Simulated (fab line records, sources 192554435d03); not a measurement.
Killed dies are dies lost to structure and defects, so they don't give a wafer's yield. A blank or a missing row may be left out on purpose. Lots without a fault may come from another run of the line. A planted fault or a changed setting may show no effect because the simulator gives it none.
A struck lot beside a sound one | flow n5_finfet | 13 steps out of a route of 1938
Sound: wafers L941.1, L941.4, L941.5. Struck: wafers L943.2, L943.3, L943.5. The cause comes at the end.
At each step with rows: each side's tool, then ch and its chambers, then its first start. Under that, the readings that differ: sound wafers | struck wafers | difference of the means | sigmas: that difference in standard deviations of wafers without a fault.
alike: readings whose means differ by less than 2 such deviations, and words and numbers that are the same on both sides. not compared: withheld readings, readings that some wafer has no value for, bounds like >300 that may hide the same value, and numbers for which the record gives no deviation and whose values overlap.
The two part at a step that has a row with sigmas, a row that says differs or no value, or rows on one side only. Numbers that don't overlap but have no deviation are shown without sigmas and don't part them. A reading that every wafer of one side lacks parts them only if that side has two wafers or more.

first, 9 steps without rows for these wafers: N5_BEOL_M0_SAQP_PEB_12 (peb time 60 s); N5_BEOL_M0_SAQP_DEVELOP_13 (develop time 30 s); N5_BEOL_M0_SAQP_DESCUM_19 (chemistry O2, time 7.9 s); N5_BEOL_M0_SAQP_ETCH_83 (etches SiARC in CF4, target depth 39 nm, time 65 s); N5_BEOL_M0_SAQP_ETCH_84 (etches SOC in N2/H2, target depth 100 nm, overetch 20 nm, time 150 s); N5_BEOL_M0_SAQP_STRIP_80 (strips in N2/H2); N5_BEOL_M0_SAQP_HM_OPEN_112 (chemistry CHF3/O2, target SiO2, stops on a-Si, target depth 12 nm, time 13.5 s); N5_BEOL_M0_SAQP_STRIP_113 (strips in CHF3/O2); N5_BEOL_M0_SAQP_MANDREL_ETCH_20 (etches a-Si in HBr/Cl2, stops on SiNx, target depth 60 nm, bt time 10 s, time 30 s).
N5_BEOL_M0_SAQP_STRIP_86: strips in N2/H2.
  sound on rie_diel-04 ch 0,2,3, day 8 16:27; struck on rie_diel-04 ch 0,2,3, day 9 08:13
  reading                | sound             | struck            | difference | sigmas
  h2_flow_sccm (sccm)    | 299.2 299.8 298.6 | 270.6 271.7 270.4 | -28.3      | -31
  throttle_valve_pct (%) | 19.2 19.0 19.2    | 17.8 17.9 17.4    | -1.4       | -5
  alike: drypump_motor_current_A, n2_flow_sccm, oes_product_au, rf_vpp_V, showerhead_plenum_p_Torr, temp_c
  not compared: rf_hours_counter_h
then, 1 step without rows for these wafers: N5_BEOL_M0_SAQP_STRIP_115 (strips in post etch residue remover, time 60 s).
-- the record jumps here: 3 days lie between the struck wafers' starts before and after (it left off in module BEOL_M0_SAQP and takes up again in module BEOL_M4, whose first step shown is number 1111 of the route) --
N5_BEOL_M4_RC_MEAS_101:
  sound on prober-02 ch 0, day 11 00:00; struck on prober-01 ch 0, day 11 20:44
  alike: DIBL_N, DIBL_P, IOFF_N, IOFF_P, ION_N, ION_P, SS_N, SS_P, VT_N, VT_P
N5_PASSIVATION_PROBE_49:
  the record has rows for the sound wafers here (prober-01, day 15 11:29) and none for the struck ones

WHERE THEY PART
First at N5_BEOL_M0_SAQP_STRIP_86; last, within this record, at N5_PASSIVATION_PROBE_49.

WHY: what the simulator had put in
Process parameter drift: rie_diel-04, from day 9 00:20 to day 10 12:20, at N5_BEOL_M0_SAQP_STRIP_86. Setting h2_flow_sccm, moved by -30, from 300. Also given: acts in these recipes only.
